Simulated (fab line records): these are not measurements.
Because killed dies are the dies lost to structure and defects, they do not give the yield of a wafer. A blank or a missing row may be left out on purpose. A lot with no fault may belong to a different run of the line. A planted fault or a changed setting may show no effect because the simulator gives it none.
A struck lot beside a sound one ; flow nand harc ; 24 out of 1302 route steps
Sound: the wafers L817.2, L817.3, L817.5. The struck wafers were L826.1, L826.4, L826.6. The cause is given at the end.
At each step with rows: each side's tool, then ch and its chambers, then its first start. Under that, the readings that differ: sound wafers ; struck wafers ; difference of the means ; sigmas: that difference in standard deviations of wafers without a fault.
alike: same words and numbers on both sides, and readings whose means sit less than 2 such deviations apart. not compared: any withheld reading, any reading some wafer has no value for, any bound like >300 that may hide the same value, and any number with overlapping values for which the record gives no deviation.
A row with sigmas, a row that says differs or no value, or rows on one side alone: a step with any of these is where the two part. Non-overlapping numbers with no deviation appear without sigmas and do not part them. A reading that every wafer of one side lacks parts them only if that side has two wafers or more.

NHARC_P_M1_INSPECT_27:
  sound: defect inspect-02 at day 9 18:34; struck: defect inspect-02 at day 13 10:56
  alike: raw defect count
NHARC_P_M1_PRE_CLEAN_32: time 12 s.
  sound on pecvd-01 ch 0,1,2, day 9 18:38; struck on pecvd-03 ch 0,2, day 13 11:00
  alike: heater power w
NHARC_P_M1_DEP_33: deposits SiCN, target thk 30 nm.
  sound on pecvd-01 ch 0,1,2, day 9 18:43; struck on pecvd-03 ch 0,2, day 13 11:05
  alike: heater power w
then, 8 steps without rows for these wafers: NHARC_P_M2_DEP_00 (deposits SiOC, target thk 182.5 nm); NHARC_P_M2_DEHYDRATE_01 (time 120 s); NHARC_P_M2_HMDS_02 (time 30 s); NHARC_P_M2_COAT_34 (time 65 s); NHARC_P_M2_COAT_03 (resist thk 90 nm); NHARC_P_M2_SOFTBAKE_04 (time 55 s); NHARC_P_M2_EBR_05; NHARC_P_M2_EXPOSE_06 (exposes mask P M2, target cd 170 nm).
NHARC_P_M2_PEB_07: peb time 65 s.
  sound on litho track-06 ch 0, day 9 19:53; struck on litho track-01 ch 0, day 13 12:13
reading;sound;struck;difference;sigmas
heater power total W (W);157.1 157.1 156.6;172.3 171.7 171.6;+14.9;+36
plate temp C (C);100.13 99.88 100.10;106.78 106.91 106.95;+6.84;+57
  alike: exhaust pa
then, 1 step without rows for these wafers: NHARC_P_M2_DEVELOP_08 (develop time 35 s).
NHARC_P_M2_CD_MEAS_09: the cd target is 170 nm.
  sound on cd sem-03 ch 0, day 9 19:58; struck on cd sem-02 ch 0, day 13 12:18
reading;sound;struck;difference;sigmas
cd nm (nm);170.1 170.5 170.4;190.8 190.5 190.6;+20.3;+35
NHARC_P_M2_OVL_MEAS_10: pitch 340 nm.
  sound: overlay-02 at day 9 20:02; struck: overlay-01 at day 13 12:23
  alike: overlay x nm, overlay y nm
NHARC_P_M2_INSPECT_11:
  sound: defect inspect-02 at day 9 20:05; struck: defect inspect-01 at day 13 12:26
  alike: raw defect count
NHARC_P_M2_DESCUM_14: chemistry O2, time 3 s.
  sound on rie diel-11 ch 0,1,3, day 9 20:10; struck on rie diel-02 ch 0,1,2, day 13 12:30
reading;sound;struck;difference;sigmas
model.P_M2.cd nm (nm);169.8 170.7 170.2;190.6 190.9 190.2;+20.3;
  alike: drypump motor current A, oes product au, rf vpp V, showerhead plenum p Torr, throttle valve pct
  not compared: rf hours counter h
NHARC_P_M2_ETCH_35: etches the open film in N2/H2, target depth 40 nm, overetch 12 nm, time 43.94 s.
  sound on rie diel-11 ch 0,1,3, day 9 20:14; struck on rie diel-02 ch 0,1,3, day 13 12:35
  alike: drypump motor current A, oes product au, rf vpp V, showerhead plenum p Torr, throttle valve pct
  not compared: rf hours counter h
NHARC_P_M2_ETCH_15: etches the open film in C4F8/Ar, target depth 182.5 nm, time 91.2 s.
  sound: rie diel-11 ch 0,1,3; struck: rie diel-02 ch 0,1,3
  alike: oes product au, rf vpp V
  not compared: rf hours counter h
NHARC_P_M2_CD_MEAS_16:
  sound: cd sem-01 at day 9 20:27; struck: cd sem-02 at day 13 12:47
reading;sound;struck;difference;sigmas
cd nm (nm);169.9 170.6 170.6;190.6 190.3 189.4;+19.7;+29
NHARC_P_M2_STRIP_18: strips in N2/H2.
  sound on rie diel-03 ch 1,2, day 9 20:34; struck on rie diel-11 ch 1,2, day 13 12:53
  alike: drypump motor current A, oes product au, rf vpp V, showerhead plenum p Torr, throttle valve pct
  not compared: rf hours counter h
NHARC_P_M2_ETCH_28: etches the open film in CF4/N2, target depth 30 nm, time 72.99 s.
  sound: rie diel-03 ch 1,2,3; struck: rie diel-11 ch 0,1
reading;sound;struck;difference;sigmas
model.P_M2.cd nm (nm);169.7 170.9 170.7;191.1 190.5 189.8;+20.0;
  alike: drypump motor current A, oes product au, rf vpp V, showerhead plenum p Torr, throttle valve pct
  not compared: rf hours counter h
then, 1 step without rows for these wafers: NHARC_P_M2_STRIP_19 (strips in post etch residue remover, time 600 s).
-- record jumps: 18 days between struck wafers' starts before vs after; left off in module P_M2, resumes in module END, first step shown is number 1302 of the route --
NHARC_END_SORT_01:
  sound on prober-01 ch 0, day 28 09:13; struck on prober-01 ch 0, day 31 02:30
  alike: killed at array, killed at other, killed at periphery, killed dies, killed open, killed short

== WHERE THEY PART ==
First at NHARC_P_M2_PEB_07; last, within this record, at NHARC_P_M2_CD_MEAS_16. Later steps at which nothing parts them and some readings are alike: NHARC_P_M2_STRIP_18, NHARC_P_M2_ETCH_28, NHARC_END_SORT_01.

WHY: what had been put in by the simulator
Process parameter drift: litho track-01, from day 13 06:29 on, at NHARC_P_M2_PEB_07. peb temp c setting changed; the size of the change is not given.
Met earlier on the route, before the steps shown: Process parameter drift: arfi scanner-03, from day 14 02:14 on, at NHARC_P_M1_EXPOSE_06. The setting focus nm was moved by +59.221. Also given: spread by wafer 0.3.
